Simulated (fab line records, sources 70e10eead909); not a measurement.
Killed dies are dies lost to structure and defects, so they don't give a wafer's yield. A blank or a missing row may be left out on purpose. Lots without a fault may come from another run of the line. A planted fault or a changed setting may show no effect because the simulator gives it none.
Which tool did it? | flow nand_harc | 6 lots, 18 wafers sampled, at 5 steps of a route of 1159

WHAT THE GAUGES READ, wafer by wafer
NHARC_END_SORT_01.
lot  | measured     | on        | killed_at_periphery
L384 | day 20 03:45 | prober-01 | 10 6 5
L389 | day 20 17:53 | prober-02 | 2 1 5
L391 | day 21 14:04 | prober-02 | 2 4 1
L393 | day 22 22:17 | prober-01 | 3 0 0
L401 | day 24 04:32 | prober-02 | 9 4 9
L404 | day 24 22:47 | prober-02 | 6 4 6

WHICH TOOL RAN EACH LOT (tool, then ch and the chambers of the sampled wafers, then the start)
lot  | NHARC_A_WL_FILL_STRIP_27             | NHARC_A_WL_FILL_ALD_10           | NHARC_A_CONTACT_DEP_24          | NHARC_A_CONTACT_DEP_29
L384 | plasma_asher-01 ch 0,1, day 15 10:01 | ald_hk-01 ch 0,1,3, day 15 16:16 | pecvd-01 ch 1,2, day 16 07:21   | pecvd-01 ch 0,2, day 16 12:46
L389 | plasma_asher-01 ch 0,1, day 16 09:11 | ald_hk-04 ch 0,2,3, day 16 14:25 | pecvd-04 ch 0,2, day 17 15:15   | pecvd-01 ch 1,2, day 17 19:16
L391 | plasma_asher-01 ch 0,1, day 17 16:25 | ald_hk-02 ch 1,2,3, day 17 22:33 | pecvd-02 ch 0,1,2, day 18 14:21 | pecvd-02 ch 0,1,2, day 18 17:13
L393 | plasma_asher-01 ch 0,1, day 18 04:17 | ald_hk-01 ch 0,3, day 18 11:22   | pecvd-02 ch 1,2, day 19 03:30   | pecvd-04 ch 1,2, day 19 08:02
L401 | plasma_asher-02 ch 0,1, day 19 21:21 | ald_hk-04 ch 1,2, day 20 00:07   | pecvd-02 ch 0,2, day 20 19:26   | pecvd-01 ch 0,1, day 20 22:16
L404 | plasma_asher-01 ch 0,1, day 20 10:47 | ald_hk-04 ch 0,1,2, day 20 16:03 | pecvd-04 ch 0,2, day 21 13:11   | pecvd-04 ch 0,1, day 21 16:17
- NHARC_A_WL_FILL_STRIP_27: strips in N2/H2, time 20 s.
- NHARC_A_WL_FILL_ALD_10: deposits SiO2, target thk 50 nm, pulse time 10 s, ald cycles 500.
- NHARC_A_CONTACT_DEP_24: deposits SiO2, target thk 500 nm.
- NHARC_A_CONTACT_DEP_29: deposits SiON, target thk 70 nm.

THE ANSWER, worked out from the rows above alone
Rule: what is usual is taken from the lots themselves. Put in order of their means at a reading, lots are off if they are a third of the lots or fewer, leave a main group of 4 or more, and stand apart from it by a gap of 3 or more times the standard deviation of the main group's means; of several such gaps the widest counts. A main group whose means are all the same, to the digits that the tables above print for the reading, isn't used. A lot without any number at a reading at which 4 lots or more have one is off too. The other lots that the step has rows for count as sound.
No lot is off at any reading shown: from this, nothing can be told.

WHAT THE SIMULATOR HAD PUT IN
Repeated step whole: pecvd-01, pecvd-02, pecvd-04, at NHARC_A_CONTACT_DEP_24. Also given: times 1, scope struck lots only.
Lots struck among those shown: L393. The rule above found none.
